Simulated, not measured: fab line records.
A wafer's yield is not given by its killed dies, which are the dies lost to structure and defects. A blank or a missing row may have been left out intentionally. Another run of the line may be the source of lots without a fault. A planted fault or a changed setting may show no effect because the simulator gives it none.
Which of the tools did it?    flow n5_finfet    24 lots with 72 wafers sampled at 3 steps, on a route of 1938 steps

## WHAT THE GAUGES SHOWED, per wafer
N5_BEOL_M8_INSPECT_58: inspects for defects (darkfield).
lot   measured      on                 raw_defect_count
L074  day 9 02:10   defect_inspect-02  91 66 50
L076  day 9 07:48   defect_inspect-02  57 46 47
L075  day 9 15:13   defect_inspect-01  46 31 60
L077  day 10 11:58  defect_inspect-01  57 91 48
L079  day 10 17:03  defect_inspect-01  65 76 52
L081  day 10 22:32  defect_inspect-02  85 72 77
L078  day 10 22:46  defect_inspect-02  39 47 51
L080  day 11 00:13  defect_inspect-01  80 54 67
L082  day 11 00:29  defect_inspect-01  95 45 63
L084  day 11 18:38  defect_inspect-01  76 76 113
L083  day 11 18:47  defect_inspect-01  52 67 61
L085  day 12 04:43  defect_inspect-02  60 33 47
L086  day 12 15:51  defect_inspect-01  111 59 94
L088  day 12 20:01  defect_inspect-02  67 58 75
L087  day 12 21:52  defect_inspect-01  72 83 56
L089  day 13 10:03  defect_inspect-01  113 78 95
L092  day 13 15:44  defect_inspect-01  103 81 100
L090  day 13 16:11  defect_inspect-02  33 36 70
L091  day 13 16:12  defect_inspect-01  43 29 46
L093  day 13 23:30  defect_inspect-02  101 80 111
L094  day 14 06:25  defect_inspect-02  71 108 90
L095  day 14 11:50  defect_inspect-02  83 50 44
L097  day 15 06:32  defect_inspect-01  133 106 98
L096  day 15 07:10  defect_inspect-02  46 47 49

## WHAT TOOL EACH LOT RAN ON (gives the tool, then ch and the chambers of the sampled wafers, and finally the start)
lot   N5_BEOL_M8_TRENCH_ETCH_37                      N5_BEOL_M8_PRE_CLEAN_45
L074  rie_diel-03 ch 0,2,3, day 9 00:01 or earlier   pvd_sputter-03, day 9 00:01
L076  rie_diel-03 ch 1,3, day 9 06:16 or earlier     pvd_sputter-01, day 9 06:16
L075  rie_diel-05 ch 1,2,3, day 9 12:02 or earlier   pvd_sputter-01, day 9 12:02
L077  rie_diel-06 ch 1,2, day 10 09:08 or earlier    pvd_sputter-02, day 10 09:08
L079  rie_diel-06 ch 1,2,3, day 10 15:11 or earlier  pvd_sputter-02, day 10 15:11
L081  rie_diel-03 ch 0,1,3, day 10 19:29 or earlier  pvd_sputter-01, day 10 19:29
L078  rie_diel-06 ch 2,3, day 10 19:43 or earlier    pvd_sputter-02, day 10 19:43
L080  rie_diel-06 ch 1,2, day 10 22:17 or earlier    pvd_sputter-03, day 10 22:17
L082  rie_diel-05 ch 0,1,2, day 10 22:51 or earlier  pvd_sputter-03, day 10 22:51
L084  rie_diel-03 ch 0,1,3, day 11 14:41 or earlier  pvd_sputter-02, day 11 14:41
L083  rie_diel-03 ch 0,2,3, day 11 14:54 or earlier  pvd_sputter-01, day 11 14:54
L085  rie_diel-06 ch 1,2,3, day 12 03:04 or earlier  pvd_sputter-02, day 12 03:04
L086  rie_diel-03 ch 0,1,3, day 12 14:05 or earlier  pvd_sputter-01, day 12 14:05
L088  rie_diel-03 ch 0,1, day 12 17:41 or earlier    pvd_sputter-02, day 12 17:41
L087  rie_diel-03 ch 0,2, day 12 18:14 or earlier    pvd_sputter-02, day 12 18:14
L089  rie_diel-06 ch 2,3, day 13 08:19 or earlier    pvd_sputter-02, day 13 08:19
L092  rie_diel-05 ch 0,1,2, day 13 14:10 or earlier  pvd_sputter-03, day 13 14:10
L090  rie_diel-05 ch 1,2,3, day 13 14:10 or earlier  pvd_sputter-02, day 13 14:10
L091  rie_diel-06 ch 1,2, day 13 14:15 or earlier    pvd_sputter-03, day 13 14:15
L093  rie_diel-03 ch 1,2,3, day 13 21:50 or earlier  pvd_sputter-03, day 13 21:50
L094  rie_diel-05 ch 1,3, day 14 04:34 or earlier    pvd_sputter-03, day 14 04:34
L095  rie_diel-05 ch 0,1,2, day 14 09:52 or earlier  pvd_sputter-03, day 14 09:52
L097  rie_diel-03 ch 0,1,3, day 15 04:53 or earlier  pvd_sputter-02, day 15 04:53
L096  rie_diel-05 ch 0,1,2, day 15 05:27 or earlier  pvd_sputter-01, day 15 05:27
- N5_BEOL_M8_TRENCH_ETCH_37: etches SiCOH lowk in C4F6/O2, target depth 93.478 nm, time 31.2 s.
- N5_BEOL_M8_PRE_CLEAN_45: time 30 s.

## AS READ BY THE TOOLS THEMSELVES (means over the sampled wafers that have a number; for cases with no such wafer, the mark the record gives instead)
N5_BEOL_M8_TRENCH_ETCH_37.
lot   tool         drypump_motor_current_A (A)  oes_product_au (a.u.)  rf_vpp_V (V)  showerhead_plenum_p_Torr (Torr)  throttle_valve_pct (%)
L074  rie_diel-03  6.0                          0.80                   666           2.76                             20.93
L076  rie_diel-03  5.4                          0.93                   682           2.86                             20.88
L075  rie_diel-05  5.4                          0.78                   676           2.86                             20.89
L077  rie_diel-06  5.5                          0.81                   660           2.89                             20.60
L079  rie_diel-06  5.8                          0.79                   660           2.85                             20.73
L081  rie_diel-03  5.7                          0.86                   674           2.81                             20.93
L078  rie_diel-06  5.9                          0.84                   659           2.91                             20.71
L080  rie_diel-06  5.5                          0.85                   657           2.95                             20.61
L082  rie_diel-05  5.5                          0.71                   664           2.86                             20.90
L084  rie_diel-03  5.7                          0.85                   672           2.81                             20.95
L083  rie_diel-03  6.0                          0.78                   665           2.75                             20.96
L085  rie_diel-06  5.9                          0.77                   661           2.84                             20.74
L086  rie_diel-03  5.7                          0.84                   673           2.80                             20.96
L088  rie_diel-03  5.6                          0.86                   678           2.84                             20.98
L087  rie_diel-03  6.2                          0.74                   663           2.72                             21.02
L089  rie_diel-06  6.1                          0.75                   662           2.81                             20.86
L092  rie_diel-05  5.5                          0.70                   665           2.85                             20.94
L090  rie_diel-05  5.4                          0.75                   675           2.85                             20.94
L091  rie_diel-06  5.5                          0.77                   658           2.88                             20.64
L093  rie_diel-03  5.7                          0.81                   674           2.78                             20.96
L094  rie_diel-05  5.2                          0.80                   672           2.78                             21.06
L095  rie_diel-05  5.5                          0.70                   664           2.85                             20.94
L097  rie_diel-03  5.7                          0.81                   672           2.79                             21.00
L096  rie_diel-05  5.5                          0.69                   664           2.85                             20.95

N5_BEOL_M8_PRE_CLEAN_45.
lot   tool            heater_power_w (W)
L074  pvd_sputter-03  305
L076  pvd_sputter-01  417
L075  pvd_sputter-01  397
L077  pvd_sputter-02  341
L079  pvd_sputter-02  345
L081  pvd_sputter-01  380
L078  pvd_sputter-02  376
L080  pvd_sputter-03  352
L082  pvd_sputter-03  356
L084  pvd_sputter-02  344
L083  pvd_sputter-01  364
L085  pvd_sputter-02  395
L086  pvd_sputter-01  372
L088  pvd_sputter-02  353
L087  pvd_sputter-02  396
L089  pvd_sputter-02  373
L092  pvd_sputter-03  328
L090  pvd_sputter-02  379
L091  pvd_sputter-03  361
L093  pvd_sputter-03  348
L094  pvd_sputter-03  311
L095  pvd_sputter-03  337
L097  pvd_sputter-02  364
L096  pvd_sputter-01  389

## THE ANSWER, worked out from the rows above alone
Rule: what is usual is taken from the lots themselves. The widest of any qualifying gaps counts: lots, ordered by their means at a reading, are off when they make up no more than a third of the lots, leave a main group of 4 or more, and stand apart from it by 3 or more times the standard deviation of that group's means. A main group whose means are all the same, to the digits that the tables above print for the reading, isn't used. Also off: a lot with no number at a reading for which 4 or more lots have one. The other lots that the step has rows for count as sound. First the gauges in route order, then the tools' own readings, where a lot's mean is used as printed above. The first step at which some lot is off is used, and at that step the reading that is off furthest; a lot without a number counts as furthest.
No lot is off at any reading shown: from this, nothing can be told.

## WHAT WAS PUT IN BY THE SIMULATOR
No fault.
